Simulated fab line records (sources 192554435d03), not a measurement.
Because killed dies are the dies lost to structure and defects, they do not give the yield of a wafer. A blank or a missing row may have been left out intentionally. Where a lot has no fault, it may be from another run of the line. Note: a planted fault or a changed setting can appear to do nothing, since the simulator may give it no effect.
Matching of chambers :: flow n5-finfet :: N5_MOL_CONTACT_COAG_ETCHBACK_134 on rie-diel-03 has 4 sister chambers
The step etches SiO2 in CHF3, target depth 10 nm, time 6.7 s. 20 wafers are shown with their chamber, then 10 later ones without.

== WAFERS WITH THEIR CHAMBER ==
wafer: L078.1
chamber: 0
showerhead-plenum-p-Torr (Torr): 2.51
throttle-valve-pct (%): 18.56
oes-product-au (a.u.): 0.89

wafer: L078.3
chamber: 2
showerhead-plenum-p-Torr (Torr): 2.34
throttle-valve-pct (%): 18.74
oes-product-au (a.u.): 0.69

wafer: L078.6
chamber: 1
showerhead-plenum-p-Torr (Torr): 2.45
throttle-valve-pct (%): 18.41
oes-product-au (a.u.): 0.98

wafer: L079.1
chamber: 0
showerhead-plenum-p-Torr (Torr): 2.51
throttle-valve-pct (%): 18.56
oes-product-au (a.u.): 0.87

wafer: L079.2
chamber: 3
showerhead-plenum-p-Torr (Torr): 2.36
throttle-valve-pct (%): 18.76
oes-product-au (a.u.): 0.75

wafer: L079.5
chamber: 3
showerhead-plenum-p-Torr (Torr): 2.36
throttle-valve-pct (%): 18.79
oes-product-au (a.u.): 0.75

wafer: L080.1
chamber: 3
showerhead-plenum-p-Torr (Torr): 2.36
throttle-valve-pct (%): 18.76
oes-product-au (a.u.): 0.75

wafer: L080.5
chamber: 2
showerhead-plenum-p-Torr (Torr): 2.34
throttle-valve-pct (%): 18.74
oes-product-au (a.u.): 0.70

wafer: L080.6
chamber: 3
showerhead-plenum-p-Torr (Torr): 2.36
throttle-valve-pct (%): 18.79
oes-product-au (a.u.): 0.74

wafer: L084.1
chamber: 1
showerhead-plenum-p-Torr (Torr): 2.44
throttle-valve-pct (%): 18.43
oes-product-au (a.u.): 0.94

wafer: L084.2
chamber: 2
showerhead-plenum-p-Torr (Torr): 2.34
throttle-valve-pct (%): 18.75
oes-product-au (a.u.): 0.69

wafer: L084.6
chamber: 0
showerhead-plenum-p-Torr (Torr): 2.51
throttle-valve-pct (%): 18.57
oes-product-au (a.u.): 0.87

wafer: L085.3
chamber: 3
showerhead-plenum-p-Torr (Torr): 2.36
throttle-valve-pct (%): 18.81
oes-product-au (a.u.): 0.73

wafer: L085.4
chamber: 1
showerhead-plenum-p-Torr (Torr): 2.44
throttle-valve-pct (%): 18.42
oes-product-au (a.u.): 0.92

wafer: L085.5
chamber: 0
showerhead-plenum-p-Torr (Torr): 2.50
throttle-valve-pct (%): 18.56
oes-product-au (a.u.): 0.86

wafer: L086.1
chamber: 0
showerhead-plenum-p-Torr (Torr): 2.50
throttle-valve-pct (%): 18.56
oes-product-au (a.u.): 0.87

wafer: L086.2
chamber: 1
showerhead-plenum-p-Torr (Torr): 2.44
throttle-valve-pct (%): 18.43
oes-product-au (a.u.): 0.93

wafer: L086.5
chamber: 0
showerhead-plenum-p-Torr (Torr): 2.50
throttle-valve-pct (%): 18.59
oes-product-au (a.u.): 0.86

wafer: L089.1
chamber: 1
showerhead-plenum-p-Torr (Torr): 2.44
throttle-valve-pct (%): 18.46
oes-product-au (a.u.): 0.90

wafer: L089.2
chamber: 0
showerhead-plenum-p-Torr (Torr): 2.50
throttle-valve-pct (%): 18.59
oes-product-au (a.u.): 0.85

SIGNATURES (means of the wafers above)
reading: showerhead-plenum-p-Torr
chamber 0: 2.5043
chamber 1: 2.4420
chamber 2: 2.3400
chamber 3: 2.3600
scatter within a chamber: 0.00396

reading: throttle-valve-pct
chamber 0: 18.5700
chamber 1: 18.4300
chamber 2: 18.7433
chamber 3: 18.7820
scatter within a chamber: 0.0169

reading: oes-product-au
chamber 0: 0.8671
chamber 1: 0.9340
chamber 2: 0.6933
chamber 3: 0.7440
scatter within a chamber: 0.0174
Rule: distance of a wafer from a chamber = root of the sum over the readings of ((wafer's reading minus chamber's mean) / reading's scatter) squared. The wafer belongs to the nearest chamber; if the next one is less than 2 further off, it can't be placed. The scatter is the square root of a quotient: the sum, over the shown wafers, of each reading's squared deviation from its chamber's mean, divided by wafers minus chambers.

== WAFERS WHOSE CHAMBER IS MISSING ==
wafer: L089.4
showerhead-plenum-p-Torr (Torr): 2.36
throttle-valve-pct (%): 18.80
oes-product-au (a.u.): 0.72

wafer: L092.2
showerhead-plenum-p-Torr (Torr): 2.43
throttle-valve-pct (%): 18.46
oes-product-au (a.u.): 0.90

wafer: L092.4
showerhead-plenum-p-Torr (Torr): 2.33
throttle-valve-pct (%): 18.33
oes-product-au (a.u.): 0.94

wafer: L092.6
showerhead-plenum-p-Torr (Torr): 2.44
throttle-valve-pct (%): 18.46
oes-product-au (a.u.): 0.88

wafer: L096.1
showerhead-plenum-p-Torr (Torr): 2.33
throttle-valve-pct (%): 18.35
oes-product-au (a.u.): 0.91

wafer: L096.2
showerhead-plenum-p-Torr (Torr): 2.43
throttle-valve-pct (%): 18.47
oes-product-au (a.u.): 0.88

wafer: L096.5
showerhead-plenum-p-Torr (Torr): 2.43
throttle-valve-pct (%): 18.47
oes-product-au (a.u.): 0.87

wafer: L097.2
showerhead-plenum-p-Torr (Torr): 2.33
throttle-valve-pct (%): 18.35
oes-product-au (a.u.): 0.90

wafer: L097.3
showerhead-plenum-p-Torr (Torr): 2.49
throttle-valve-pct (%): 18.63
oes-product-au (a.u.): 0.82

wafer: L097.4
showerhead-plenum-p-Torr (Torr): 2.43
throttle-valve-pct (%): 18.47
oes-product-au (a.u.): 0.87

== WHICH CHAMBER EACH WENT THROUGH ==
wafer: L089.4
from the rows above: 3
in truth: 3

wafer: L092.2
from the rows above: 1
in truth: 1

wafer: L092.4
from the rows above: can't be placed: 2 or 1 or 3
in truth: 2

wafer: L092.6
from the rows above: 1
in truth: 1

wafer: L096.1
from the rows above: can't be placed: 2 or 3
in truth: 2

wafer: L096.2
from the rows above: 1
in truth: 1

wafer: L096.5
from the rows above: 1
in truth: 1

wafer: L097.2
from the rows above: can't be placed: 2 or 3
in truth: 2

wafer: L097.3
from the rows above: 0
in truth: 0

wafer: L097.4
from the rows above: 1
in truth: 1
Placed correctly: 7 of 10. Unplaceable from these rows: 3, with the true chamber sitting among the candidates in 3. Placed wrongly: 0.
